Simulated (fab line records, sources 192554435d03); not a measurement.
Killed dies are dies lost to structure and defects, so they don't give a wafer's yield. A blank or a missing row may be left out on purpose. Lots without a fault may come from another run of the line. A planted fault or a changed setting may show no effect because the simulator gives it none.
Chamber matching | flow n5_finfet | N5_HKMG_FIN_ETCH_32 on rie_diel-05: 4 sister chambers
The step etches SOC in N2/H2, target depth 240 nm, time 300 s. 14 wafers are shown with their chamber, then 7 later ones without.

WAFERS WITH THEIR CHAMBER
wafer  | chamber | showerhead_plenum_p_Torr (Torr) | drypump_motor_current_A (A) | oes_product_au (a.u.)
L074.2 | 2       | 2.57                            | 5.6                         | 0.83
L074.5 | 1       | 2.50                            | 4.9                         | 0.69
L074.6 | 0       | 2.48                            | 5.3                         | 0.83
L077.1 | 1       | 2.50                            | 4.9                         | 0.69
L077.2 | 2       | 2.57                            | 5.6                         | 0.82
L077.3 | 0       | 2.47                            | 5.3                         | 0.82
L082.2 | 2       | 2.57                            | 5.6                         | 0.80
L082.3 | 1       | 2.50                            | 4.9                         | 0.68
L082.6 | 2       | 2.57                            | 5.6                         | 0.81
L083.2 | 1       | 2.50                            | 4.9                         | 0.69
L083.5 | 3       | 2.52                            | 5.4                         | 0.70
L083.6 | 0       | 2.47                            | 5.2                         | 0.82
L084.1 | 0       | 2.47                            | 5.3                         | 0.81
L084.3 | 3       | 2.52                            | 5.4                         | 0.69

SIGNATURES (means of the wafers above)
reading                  | chamber 0 | chamber 1 | chamber 2 | chamber 3 | scatter within a chamber
showerhead_plenum_p_Torr | 2.4725    | 2.5000    | 2.5700    | 2.5200    | 0.00274
drypump_motor_current_A  | 5.275     | 4.900     | 5.600     | 5.400     | 0.0274
oes_product_au           | 0.8200    | 0.6875    | 0.8150    | 0.6950    | 0.00908
Rule: a wafer's distance from a chamber is the root of the sum, over the readings, of the square of ((its reading less the chamber's mean) divided by the reading's scatter). The wafer belongs to the nearest chamber; if the next one is less than 2 further off, it can't be placed. The scatter: the root of (the sum of the squares of (reading less its chamber's mean) over the shown wafers, divided by (wafers less chambers)).

WAFERS WITHOUT THEIR CHAMBER
wafer  | showerhead_plenum_p_Torr (Torr) | drypump_motor_current_A (A) | oes_product_au (a.u.)
L084.5 | 2.52                            | 5.4                         | 0.69
L095.1 | 2.49                            | 4.8                         | 0.90
L095.3 | 2.55                            | 5.6                         | 0.77
L095.4 | 2.46                            | 5.3                         | 0.77
L096.3 | 2.48                            | 4.9                         | 0.89
L096.4 | 2.46                            | 5.2                         | 0.77
L096.6 | 2.48                            | 4.8                         | 0.89

WHICH CHAMBER EACH WENT THROUGH
wafer  | from the rows above | in truth
L084.5 | 3                   | 3
L095.1 | 0                   | 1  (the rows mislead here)
L095.3 | 2                   | 2
L095.4 | 0                   | 0
L096.3 | 0                   | 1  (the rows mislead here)
L096.4 | 0                   | 0
L096.6 | 0                   | 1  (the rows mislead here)
Placed correctly: 4 of 7. Can't be placed from these rows: 0. Placed wrongly: 3.
